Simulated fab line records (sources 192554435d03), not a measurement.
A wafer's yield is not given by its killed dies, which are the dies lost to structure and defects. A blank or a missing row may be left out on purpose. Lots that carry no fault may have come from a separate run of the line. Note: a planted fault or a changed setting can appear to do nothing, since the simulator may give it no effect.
Chamber matching || flow n5Finfet || N5_ILD0_ALD_15 on aldSin-02 has 4 sister chambers
The step deposits SiNx, target thk 24 nm, pulse time 1 s, ald cycles 480. 24 wafers are shown with their chamber, then 12 later ones without.

WAFERS WITH THEIR CHAMBER
{"wafer": "L074.4", "chamber": 3, "heaterPowerW (W)": 776, "precursorPulseHeightRel": 1.006}
{"wafer": "L074.5", "chamber": 0, "heaterPowerW (W)": 759, "precursorPulseHeightRel": 0.991}
{"wafer": "L074.6", "chamber": 3, "heaterPowerW (W)": 771, "precursorPulseHeightRel": 1.039}
{"wafer": "L075.2", "chamber": 1, "heaterPowerW (W)": 743, "precursorPulseHeightRel": 1.017}
{"wafer": "L075.3", "chamber": 2, "heaterPowerW (W)": 750, "precursorPulseHeightRel": 0.988}
{"wafer": "L075.5", "chamber": 2, "heaterPowerW (W)": 768, "precursorPulseHeightRel": 0.995}
{"wafer": "L076.2", "chamber": 0, "heaterPowerW (W)": 785, "precursorPulseHeightRel": 1.000}
{"wafer": "L076.4", "chamber": 2, "heaterPowerW (W)": 773, "precursorPulseHeightRel": 1.003}
{"wafer": "L076.5", "chamber": 1, "heaterPowerW (W)": 725, "precursorPulseHeightRel": 1.037}
{"wafer": "L081.3", "chamber": 3, "heaterPowerW (W)": 752, "precursorPulseHeightRel": 0.972}
{"wafer": "L081.5", "chamber": 0, "heaterPowerW (W)": 685, "precursorPulseHeightRel": 1.009}
{"wafer": "L081.6", "chamber": 1, "heaterPowerW (W)": 723, "precursorPulseHeightRel": 1.000}
{"wafer": "L082.1", "chamber": 3, "heaterPowerW (W)": 770, "precursorPulseHeightRel": 1.045}
{"wafer": "L082.4", "chamber": 2, "heaterPowerW (W)": 806, "precursorPulseHeightRel": 0.995}
{"wafer": "L082.5", "chamber": 0, "heaterPowerW (W)": 695, "precursorPulseHeightRel": 0.989}
{"wafer": "L087.1", "chamber": 0, "heaterPowerW (W)": 696, "precursorPulseHeightRel": 0.991}
{"wafer": "L087.2", "chamber": 2, "heaterPowerW (W)": 779, "precursorPulseHeightRel": 1.008}
{"wafer": "L087.3", "chamber": 3, "heaterPowerW (W)": 757, "precursorPulseHeightRel": 0.965}
{"wafer": "L088.1", "chamber": 3, "heaterPowerW (W)": 736, "precursorPulseHeightRel": 0.987}
{"wafer": "L088.2", "chamber": 2, "heaterPowerW (W)": 783, "precursorPulseHeightRel": 1.040}
{"wafer": "L088.6", "chamber": 3, "heaterPowerW (W)": 774, "precursorPulseHeightRel": 1.043}
{"wafer": "L091.1", "chamber": 1, "heaterPowerW (W)": 707, "precursorPulseHeightRel": 1.003}
{"wafer": "L091.2", "chamber": 0, "heaterPowerW (W)": 695, "precursorPulseHeightRel": 0.947}
{"wafer": "L091.3", "chamber": 3, "heaterPowerW (W)": 743, "precursorPulseHeightRel": 0.994}

SIGNATURES, as means of the wafers listed above
{"reading": "heaterPowerW", "chamber 0": 719.17, "chamber 1": 724.50, "chamber 2": 776.50, "chamber 3": 759.88, "scatter within a chamber": 25.3}
{"reading": "precursorPulseHeightRel", "chamber 0": 0.98783, "chamber 1": 1.01425, "chamber 2": 1.00483, "chamber 3": 1.00638, "scatter within a chamber": 0.0247}
Rule: distance of a wafer from a chamber = root of the sum over the readings of ((wafer's reading minus chamber's mean) / reading's scatter) squared. The wafer belongs to the nearest chamber; if the next one is less than 2 further off, it can't be placed. The scatter is the square root of a quotient: the sum, over the shown wafers, of each reading's squared deviation from its chamber's mean, divided by wafers minus chambers.

WAFERS MISSING THEIR CHAMBER
{"wafer": "L092.2", "heaterPowerW (W)": 756, "precursorPulseHeightRel": 0.994}
{"wafer": "L092.4", "heaterPowerW (W)": 821, "precursorPulseHeightRel": 1.033}
{"wafer": "L092.6", "heaterPowerW (W)": 728, "precursorPulseHeightRel": 0.997}
{"wafer": "L093.2", "heaterPowerW (W)": 746, "precursorPulseHeightRel": 1.013}
{"wafer": "L093.3", "heaterPowerW (W)": 799, "precursorPulseHeightRel": 0.988}
{"wafer": "L093.4", "heaterPowerW (W)": 710, "precursorPulseHeightRel": 0.977}
{"wafer": "L094.4", "heaterPowerW (W)": 723, "precursorPulseHeightRel": 1.003}
{"wafer": "L094.5", "heaterPowerW (W)": 700, "precursorPulseHeightRel": 0.990}
{"wafer": "L094.6", "heaterPowerW (W)": 704, "precursorPulseHeightRel": 0.991}
{"wafer": "L095.1", "heaterPowerW (W)": 783, "precursorPulseHeightRel": 0.981}
{"wafer": "L095.4", "heaterPowerW (W)": 692, "precursorPulseHeightRel": 0.970}
{"wafer": "L095.5", "heaterPowerW (W)": 724, "precursorPulseHeightRel": 1.011}

THE CHAMBER EACH PASSED THROUGH
{"wafer": "L092.2", "from the rows above": "can't be placed: 3 or 2 or 0 or 1", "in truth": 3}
{"wafer": "L092.4", "from the rows above": "can't be placed: 2 or 3 or 1", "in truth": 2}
{"wafer": "L092.6", "from the rows above": "can't be placed: 0 or 1 or 3 or 2", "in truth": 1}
{"wafer": "L093.2", "from the rows above": "can't be placed: 3 or 1 or 2 or 0", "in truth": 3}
{"wafer": "L093.3", "from the rows above": "can't be placed: 2 or 3", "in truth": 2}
{"wafer": "L093.4", "from the rows above": "can't be placed: 0 or 1 or 3", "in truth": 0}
{"wafer": "L094.4", "from the rows above": "can't be placed: 1 or 0 or 3 or 2", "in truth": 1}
{"wafer": "L094.5", "from the rows above": "can't be placed: 0 or 1 or 3", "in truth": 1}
{"wafer": "L094.6", "from the rows above": "can't be placed: 0 or 1 or 3", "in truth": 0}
{"wafer": "L095.1", "from the rows above": "can't be placed: 2 or 3 or 0 or 1", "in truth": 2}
{"wafer": "L095.4", "from the rows above": "can't be placed: 0 or 1 or 3", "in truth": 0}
{"wafer": "L095.5", "from the rows above": "can't be placed: 1 or 0 or 3 or 2", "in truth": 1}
Correctly placed: 0 of 12. Cannot be placed on the basis of these rows: 12; the candidates contain the true chamber in 12. Placed wrongly: 0.
